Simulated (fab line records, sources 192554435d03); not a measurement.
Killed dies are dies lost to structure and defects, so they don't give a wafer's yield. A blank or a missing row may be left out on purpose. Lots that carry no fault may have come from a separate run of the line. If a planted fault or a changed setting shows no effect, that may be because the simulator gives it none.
Matching of chambers | flow n5Finfet | N5_BEOL_M8_VIA_ETCH_34 on rieDiel-01 has 4 sister chambers
The step etches SiCOH lowk in C4F6/O2, target depth 125.5 nm, time 50.5 s. 4 wafers are shown with their chamber, then 8 later ones without.

## WAFERS WITH THEIR CHAMBER
wafer  | chamber | drypumpMotorCurrentA (A)
L086.1 | 3       | 5.0
L086.2 | 0       | 5.5
L086.4 | 1       | 5.2
L085.1 | 2       | 6.0

## WAFERS WITHOUT THEIR CHAMBER
wafer  | drypumpMotorCurrentA (A)
L085.4 | 5.2
L085.5 | 5.2
L094.1 | 5.0
L094.2 | 5.9
L094.3 | 5.5
L096.1 | 5.2
L096.5 | 5.3
L096.6 | 6.0

## EACH ONE'S CHAMBER
wafer  | from the rows above | in truth
L085.4 | 1                   | 1
L085.5 | 1                   | 1
L094.1 | 3                   | 3
L094.2 | 2                   | 2
L094.3 | 0                   | 0
L096.1 | 1                   | 1
L096.5 | 1                   | 1
L096.6 | 2                   | 2
8 of 8 placed correctly. From these rows, 0 cannot be placed. Wrongly placed: 0.
How it was worked out, from the rows above alone: a wafer's distance from a chamber is the root of the sum, over the readings, of the square of ((its reading less the chamber's mean) divided by the reading's scatter). If the next closest chamber is less than 2 further off than the closest, the wafer can't be placed; otherwise it belongs to the closest. The mean given for a chamber averages the wafers shown for that chamber. The scatter: with one shown wafer a chamber, the root of the mean of the squares of how far each hidden wafer lies from its nearest shown one.
